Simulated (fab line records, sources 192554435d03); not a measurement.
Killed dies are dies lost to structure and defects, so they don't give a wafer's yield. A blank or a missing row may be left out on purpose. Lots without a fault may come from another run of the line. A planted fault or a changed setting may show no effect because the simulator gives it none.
A struck lot beside a sound one | flow n5_finfet | 15 steps out of a route of 1938
Sound: wafers L483.1, L483.5, L483.6. Struck: wafer L484.2. (L484.4, L484.5 of the same lot were not struck and are left out.) The cause comes at the end.
At each step with rows: each side's tool, then ch and its chambers, then its first start. Under that, the readings that differ: sound wafers | struck wafers | difference of the means | sigmas: that difference in standard deviations of wafers without a fault.
alike: readings whose means differ by less than 2 such deviations, and words and numbers that are the same on both sides. not compared: withheld readings, readings that some wafer has no value for, bounds like >300 that may hide the same value, and numbers for which the record gives no deviation and whose values overlap.
The two part at a step that has a row with sigmas, a row that says differs or no value, or rows on one side only. Numbers that don't overlap but have no deviation are shown without sigmas and don't part them. A reading that every wafer of one side lacks parts them only if that side has two wafers or more.

N5_GATE_CUT_ETCH_19: etches SiNx in CH3F/O2, target depth 53.7 nm, time 76.7 s.
  sound on rie_diel-03 ch 0,2,3, day 6 13:23; struck on rie_diel-06 ch 3, day 6 16:10
  reading                         | sound          | struck | difference | sigmas
  showerhead_plenum_p_Torr (Torr) | 1.97 1.98 1.92 | 2.11   | +0.15      | +2
  alike: drypump_motor_current_A, etch_rf_on_time_s, mfc_ar_sccm, oes_product_au, rf_vpp_V, throttle_valve_pct
  not compared: rf_hours_counter_h
then, 1 step without rows for these wafers: N5_GATE_CUT_CUT_ETCH_53 (etches W in SF6/Cl2, target depth 79.2 nm).
N5_GATE_CUT_CUT_ETCH_54: etches TiN in Cl2/BCl3, target depth 96.7 nm.
  sound on rie_metal-02 ch 0,1, day 6 13:32; struck on rie_metal-03 ch 1, day 6 16:19
  alike: drypump_motor_current_A, etch_rf_on_time_s, he_backside_leak_sccm, mfc_ar_sccm, mfc_cl2_sccm, oes_product_au, throttle_valve_pct
  not compared: rf_hours_counter_h
then, 2 steps without rows for these wafers: N5_GATE_CUT_CUT_ETCH_55 (etches HfO2 in BCl3, target depth 3.2 nm); N5_GATE_CUT_ETCH_47 (etches SiO2 in Cl2/BCl3, target depth 10 nm).
N5_GATE_CUT_VAPOR_ETCH_48: etches TiN in BCl3/Cl2.
  sound on rie_metal-02 ch 0,1, day 6 13:40; struck on rie_metal-03 ch 1, day 6 16:26
  alike: drypump_motor_current_A, he_backside_leak_sccm, oes_product_au
N5_GATE_CUT_VAPOR_ETCH_49: etches TiAlC in BCl3/Cl2.
  sound on rie_metal-02 ch 0,1, day 6 13:43; struck on rie_metal-03 ch 1, day 6 16:28
  alike: drypump_motor_current_A, he_backside_leak_sccm, oes_product_au
N5_GATE_CUT_VAPOR_ETCH_51: etches HfO2 in BCl3/Cl2.
  sound on rie_metal-02 ch 0,1, day 6 13:45; struck on rie_metal-03 ch 1, day 6 16:30
  reading                      | sound          | struck | difference | sigmas
  he_backside_leak_sccm (sccm) | 3.17 2.99 3.22 | 3.66   | +0.53      | +2
  alike: drypump_motor_current_A, oes_product_au
then, 4 steps without rows for these wafers: N5_GATE_CUT_STRIP_21 (strips in N2/H2, time 30 s); N5_GATE_CUT_STRIP_29 (strips in post etch residue remover, time 60 s); N5_GATE_CUT_SRD_52 (time 30 s); N5_GATE_CUT_ALD_22 (deposits SiNx, target thk 16 nm, pulse time 1 s, ald cycles 320).
N5_GATE_CUT_CMP_23: polishes, stops on SiO2, t overpolish 23.4 s, target thk 16 nm.
  sound on cmp-04 ch 0,2,3, day 6 15:43; struck on cmp-02 ch 0, day 6 18:13
  reading                 | sound             | struck | difference | sigmas
  head_pressure_psi (psi) | 2.511 2.500 2.502 | 2.195  | -0.309     | -48
  alike: motor_current_A, overpolish_run_s, platen_rpm, time_to_endpoint_s
N5_GATE_CUT_THK_MEAS_24:
  sound on film_metro-01, day 6 15:53; struck on film_metro-02, day 6 18:30
  alike: GC_FILL_THK
-- the record jumps here: 3 days lie between the struck wafers' starts before and after (it left off in module GATE_CUT and takes up again in module BEOL_M4, whose first step shown is number 1111 of the route) --
N5_BEOL_M4_RC_MEAS_101:
  sound on prober-01 ch 0, day 9 19:44; struck on prober-02 ch 0, day 9 14:28
  alike: DIBL_N, DIBL_P, IOFF_N, IOFF_P, ION_N, ION_P, SS_N, SS_P, VT_N, VT_P

WHERE THEY PART
First at N5_GATE_CUT_ETCH_19; last, within this record, at N5_GATE_CUT_CMP_23. Later steps at which nothing parts them and some readings are alike: N5_GATE_CUT_THK_MEAS_24, N5_BEOL_M4_RC_MEAS_101.

WHY: what the simulator had put in
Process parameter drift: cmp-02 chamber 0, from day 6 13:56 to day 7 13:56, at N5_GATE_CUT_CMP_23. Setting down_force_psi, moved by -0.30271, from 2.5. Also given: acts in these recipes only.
